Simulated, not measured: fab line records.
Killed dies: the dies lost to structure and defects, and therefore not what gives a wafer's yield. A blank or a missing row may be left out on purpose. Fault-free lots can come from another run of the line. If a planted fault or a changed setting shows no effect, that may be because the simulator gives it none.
Struck lot and sound lot, side by side | flow n5-finfet | 15 steps out of a route of 1938
Sound: the wafers L610.3, L610.5, L610.6. Struck: wafer L600.6. (L600.4 of the same lot was not struck and is left out.) The cause comes at the end.
Order at every step that has rows: each side's tool, ch and its chambers, its first start. Under that, the readings that differ: sound wafers | struck wafers | difference of the means | sigmas: that difference in standard deviations of wafers without a fault.
alike: readings whose means differ by less than 2 such deviations, and words and numbers that are the same on both sides. not compared: withheld readings, readings that some wafer has no value for, bounds like >300 that may hide the same value, and numbers for which the record gives no deviation and whose values overlap.
A row with sigmas, a row that says differs or no value, or rows on one side alone: a step with any of these is where the two part. Numbers that don't overlap but have no deviation are shown without sigmas and don't part them. Lack of a reading on every wafer of one side parts them only where that side has two or more wafers.

first, 7 steps without rows for these wafers: N5_PASSIVATION_COAT_24; N5_PASSIVATION_EBR_26; N5_PASSIVATION_SOFTBAKE_25 (time 90 s); N5_PASSIVATION_EXPOSE_27 (exposes mask PAD, defocus 0 nm); N5_PASSIVATION_PEB_28; N5_PASSIVATION_DEVELOP_29 (develop time 60 s); N5_PASSIVATION_HARDBAKE_31 (time 120 s).
N5_PASSIVATION_CD_MEAS_30: the cd target is 4000 nm.
  sound on cd-sem-02 ch 0, day 17 03:23; struck on cd-sem-01 ch 0, day 14 09:17
  alike: cd-nm
N5_PASSIVATION_OVL_MEAS_63:
  sound on overlay-02 ch 0, day 17 03:25; struck on overlay-02 ch 0, day 14 09:19
  alike: PAD_OVL
N5_PASSIVATION_INSPECT_64: inspects for defects (macro).
  sound: defect-inspect-02 at day 17 03:26; struck: defect-inspect-01 at day 14 09:20
  alike: raw-defect-count
N5_PASSIVATION_DESCUM_32: chemistry O2, time 7.9 s.
  sound on rie-diel-06 ch 0,1,3, day 17 03:32; struck on rie-diel-01 ch 1, day 14 09:23
  reading          | sound             | struck | difference | sigmas
  bias-power-w (W) | 20.11 20.01 20.03 | 19.92  | -0.13      | -2
  alike: drypump-motor-current-A, oes-product-au, rf-vpp-V, showerhead-plenum-p-Torr, throttle-valve-pct
  not compared: rf-hours-counter-h
N5_PASSIVATION_AL_ETCH_33: etches Al in Cl2/BCl3, stops on TaN, target depth 2800 nm, time 466.7 s.
  sound on rie-metal-03 ch 0,1, day 17 03:46; struck on rie-metal-03 ch 0, day 14 09:52
  alike: drypump-motor-current-A, oes-product-au, throttle-valve-pct
  not compared: rf-hours-counter-h
N5_PASSIVATION_ETCH_59: etches TaN in Cl2/BCl3, target depth 65 nm, time 34.9 s.
  sound on rie-metal-03 ch 0,1, day 17 04:04; struck on rie-metal-03 ch 0, day 14 10:22
  reading                  | sound             | struck | difference | sigmas
  model.etch.depth-nm (nm) | 65.76 65.56 65.99 | 61.03  | -4.74      |
  alike: drypump-motor-current-A, oes-product-au, throttle-valve-pct
  not compared: rf-hours-counter-h
N5_PASSIVATION_STRIP_34: strips in O2.
  sound on rie-diel-06 ch 0,1,3, day 17 04:10; struck on rie-diel-01 ch 0, day 14 10:35
  alike: drypump-motor-current-A, oes-product-au, rf-vpp-V, showerhead-plenum-p-Torr, throttle-valve-pct
  not compared: rf-hours-counter-h
N5_PASSIVATION_PROBE_49:
  record: rows for the struck wafers here (prober-01, day 14 18:05), none for the sound ones

WHERE THEY PART
Last at N5_PASSIVATION_PROBE_49 as far as this record goes, first at N5_PASSIVATION_DESCUM_32.

WHY: whatever the simulator had introduced
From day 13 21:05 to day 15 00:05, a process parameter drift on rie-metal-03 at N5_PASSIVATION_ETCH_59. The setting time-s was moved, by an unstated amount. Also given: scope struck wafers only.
